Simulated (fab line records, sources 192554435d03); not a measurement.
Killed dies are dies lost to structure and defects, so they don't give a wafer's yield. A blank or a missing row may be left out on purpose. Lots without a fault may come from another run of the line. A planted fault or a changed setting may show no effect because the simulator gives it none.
Split-lot experiment | flow n5_finfet | 7 lots, 21 wafers read, on a route of 1938 steps

THE SPLIT
At N5_BEOL_M13_COAT_58 (time 60 s, resist thk 89 nm), the setting spin_rpm was moved away from the recipe's 1500 rpm on 6 of the 21 wafers read, by -9.9% to +3.3%. The other wafers ran this setting at the recipe's value.

FROM THE SPLIT TO THE READING: what the file shows between them, 3 steps
- N5_BEOL_M13_COAT_04: resist thk 400 nm
- N5_BEOL_M13_EBR_06
- N5_BEOL_M13_DESCUM_15: chemistry O2, time 7.9 s

THE READING
etch.depth_nm (the simulator's own value, which no gauge read), in nm, at N5_BEOL_M13_ETCH_59 (etches BARC in N2/H2, target depth 89 nm, overetch 26.7 nm, time 67.9 s). The file gives no usual value for it. The 15 wafers here that ran the recipe average 89.01 nm, standard deviation 0.18 nm.

wafer  | tool, chamber at the split | spin_rpm as run, rpm | against the recipe | etch.depth_nm, nm | against lot-mates on the recipe
L074.3 | litho_track-05, 0          | 1500                 | recipe             | 89.2              | -
L074.5 | litho_track-05, 0          | 1352                 | -9.9%              | 94.05             | +4.85
L074.6 | litho_track-05, 0          | 1352                 | -9.9%              | 94.17             | +4.97
L076.1 | litho_track-03, 0          | 1500                 | recipe             | 88.97             | -
L076.2 | litho_track-03, 0          | 1500                 | recipe             | 89.28             | -
L076.5 | litho_track-03, 0          | 1500                 | recipe             | 88.99             | -
L081.1 | litho_track-05, 0          | 1549                 | +3.3%              | 87.66             | -1.36
L081.2 | litho_track-05, 0          | 1500                 | recipe             | 89.02             | -
L081.6 | litho_track-05, 0          | 1500                 | recipe             | 89.02             | -
L083.1 | litho_track-05, 0          | 1500                 | recipe             | 89.02             | -
L083.3 | litho_track-05, 0          | 1500                 | recipe             | 89.11             | -
L083.4 | litho_track-05, 0          | 1500                 | recipe             | 88.97             | -
L087.3 | litho_track-02, 0          | 1367                 | -8.9%              | 93.72             | +4.39
L087.4 | litho_track-02, 0          | 1500                 | recipe             | 89.33             | -
L087.5 | litho_track-02, 0          | 1367                 | -8.9%              | 93.78             | +4.45
L086.2 | litho_track-05, 0          | 1500                 | recipe             | 88.98             | -
L086.5 | litho_track-05, 0          | 1500                 | recipe             | 88.87             | -
L086.6 | litho_track-05, 0          | 1500                 | recipe             | 88.97             | -
L092.1 | litho_track-02, 0          | 1500                 | recipe             | 88.59             | -
L092.5 | litho_track-02, 0          | 1500                 | recipe             | 88.81             | -
L092.6 | litho_track-02, 0          | 1423                 | -5.1%              | 91.15             | +2.45

THE FIT
A straight line over all 21 wafers: etch.depth_nm changes by -0.513 nm for each +1% of spin_rpm; r = -0.99; the points scatter about the line by 0.22 nm.
The same after taking each lot's own level away (the mean of its wafers on the recipe; 21 wafers): -0.493 nm for each +1%; r = -1.00; scatter 0.098 nm.
On that fit, the largest move of spin_rpm shifts the reading by 4.9 nm.
The lots' own levels span 88.700 to 89.330 nm, that is 3.6 times the standard deviation above.
So the lot-to-lot level changes the slope little: the two slopes agree.
Check: with one of the wafers moved furthest among these (-9.9%) left out of the fit, the line predicts +4.89 nm for it against its lot-mates. It came out at +4.85 nm against them.

OTHER SPLITS ON THESE WAFERS
These wafers also went through other splits before the reading. Each is held against what the fit with the lots' levels taken away leaves over:
other split on the same wafers | wafers away from the commonest value | r with etch.depth_nm (lot level and that fit taken away)
N5_BEOL_M10_ILD_DEP_00 time_s  | 6                                    | +0.29
N5_BEOL_M11_ILD_DEP_00 time_s  | 8                                    | +0.39
N5_BEOL_M12_PEB_08 peb_time_s  | 4                                    | +0.32

THE WHOLE CHAIN: every reading that the file lists as answering this split, in the file's order
step                 | what it does                                                            | reading                                                                          | change (the file's fit)               | r (the file's)
N5_BEOL_M13_COAT_58  | time 60 s, resist thk 89 nm                                             | BARC_of_BEOL_M13_COAT_58.thk_nm (the simulator's own value, which no gauge read) | -0.492 nm for each +1% of the setting | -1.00
N5_BEOL_M13_ETCH_59  | etches BARC in N2/H2, target depth 89 nm, overetch 26.7 nm, time 67.9 s | etch.depth_nm (the simulator's own value, which no gauge read)                   | -0.491 nm for each +1% of the setting | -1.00
N5_BEOL_M13_STRIP_64 | strips in N2/H2                                                         | strip_time_to_endpoint_s                                                         | withheld for each +1% of the setting  | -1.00

THE FILE'S OWN FIT
etch.depth_nm changes by -0.491 nm for each +1% of spin_rpm, r = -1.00.
